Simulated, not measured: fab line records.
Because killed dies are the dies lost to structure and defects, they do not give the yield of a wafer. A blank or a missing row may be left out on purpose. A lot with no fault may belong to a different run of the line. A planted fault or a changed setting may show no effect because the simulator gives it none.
Which tool did it?	flow n5-finfet	Sampling: 9 lots, 24 wafers, 2 of 1938 route steps

## WHAT THE GAUGES READ, wafer by wafer
N5_GATE_CUT_INSPECT_26: inspects for defects (darkfield).
lot	measured	on	raw-defect-count
L585	day 5 10:24	defect-inspect-01	48 70 71
L587	day 5 22:48	defect-inspect-02	88 49 58
L588	day 6 06:19	defect-inspect-02	56 25 28
L592	day 7 07:09	defect-inspect-01	27 25 30
L595	day 7 20:38	defect-inspect-02	36 29 55
L598	day 8 17:12	defect-inspect-01	44 53
L601	day 9 11:45	defect-inspect-02	27 24
L603	day 10 02:32	defect-inspect-02	48 45
L605	day 10 15:04	defect-inspect-01	24 48 36

## EACH LOT AND THE TOOL THAT RAN IT (in order: tool; ch and the chambers of the sampled wafers; start)
lot	N5_GATE_CUT_CMP_23
L585	cmp-01 ch 1,2, day 5 09:21
L587	cmp-03 ch 0,2, day 5 21:46
L588	cmp-01 ch 0,2,3, day 6 05:11
L592	cmp-02 ch 1,2,3, day 7 06:09
L595	cmp-01 ch 0,1, day 7 19:35
L598	cmp-02 ch 0,3, day 8 16:10
L601	cmp-01 ch 0,1, day 9 10:45
L603	cmp-02 ch 1,3, day 10 01:36
L605	cmp-02 ch 1,2, day 10 14:01
- N5_GATE_CUT_CMP_23: polishes, stops on SiO2, t overpolish 23.4 s, target thk 16 nm.

## THE ANSWER, worked out from the rows above alone
Rule: the lots themselves supply what counts as usual. The widest of any qualifying gaps counts: lots, ordered by their means at a reading, are off when they make up no more than a third of the lots, leave a main group of 4 or more, and stand apart from it by 3 or more times the standard deviation of that group's means. A main group is skipped when, at the precision printed for the reading in the tables above, its means are all equal. A lot without any number at a reading at which 4 lots or more have one is off too. Any other lot the step has rows for is counted as sound.
None of the lots is off at any reading shown; this tells nothing.

## WHAT THE SIMULATOR PUT IN
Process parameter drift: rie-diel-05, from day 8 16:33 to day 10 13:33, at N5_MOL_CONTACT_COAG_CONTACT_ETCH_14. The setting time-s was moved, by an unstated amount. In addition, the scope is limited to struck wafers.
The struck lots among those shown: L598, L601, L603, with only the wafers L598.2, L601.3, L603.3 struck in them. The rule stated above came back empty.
